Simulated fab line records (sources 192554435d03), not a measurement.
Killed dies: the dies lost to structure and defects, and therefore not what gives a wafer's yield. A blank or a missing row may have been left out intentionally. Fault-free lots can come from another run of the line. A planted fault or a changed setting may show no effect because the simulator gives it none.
Chamber matching -- flow n5Finfet -- N5_BEOL_M5_VIA_ETCH_34 on rieDiel-02 has 4 sister chambers
The step etches SiCOH lowk in C4F6/O2, target depth 88.3 nm, time 39.2 s. 8 wafers are shown with their chamber, then 10 later ones without.

## WAFERS PAIRED WITH THEIR CHAMBERS
wafer,chamber,rfVppV (V),drypumpMotorCurrentA (A)
L084.4,2,680,6.1
L086.2,3,645,5.3
L086.6,1,717,6.6
L089.1,0,658,6.3
L089.4,1,717,6.7
L089.6,0,659,6.3
L090.1,2,680,6.1
L090.3,3,643,5.2

## WAFERS WHOSE CHAMBER IS MISSING
wafer,rfVppV (V),drypumpMotorCurrentA (A)
L090.5,680,6.1
L091.2,657,6.3
L091.4,644,5.3
L091.6,717,6.7
L093.2,643,5.3
L093.3,682,6.2
L093.5,643,5.3
L096.2,680,6.1
L096.4,680,6.1
L096.6,643,5.3

## WHICH CHAMBER EACH WENT THROUGH
wafer,from the rows above,in truth
L090.5,2,2
L091.2,0,0
L091.4,3,3
L091.6,1,1
L093.2,3,3
L093.3,2,2
L093.5,3,3
L096.2,2,2
L096.4,2,2
L096.6,3,3
10 of 10 placed correctly. Can't be placed from these rows: 0. Wrongly placed: 0.
How it was worked out, from the rows above alone: a wafer's distance from a chamber is the root of the sum, over the readings, of the square of ((its reading less the chamber's mean) divided by the reading's scatter). If the next closest chamber is less than 2 further off than the closest, the wafer can't be placed; otherwise it belongs to the closest. A chamber's mean is the mean of its shown wafers. The scatter is the square root of a quotient: the sum, over the shown wafers, of each reading's squared deviation from its chamber's mean, divided by wafers minus chambers.
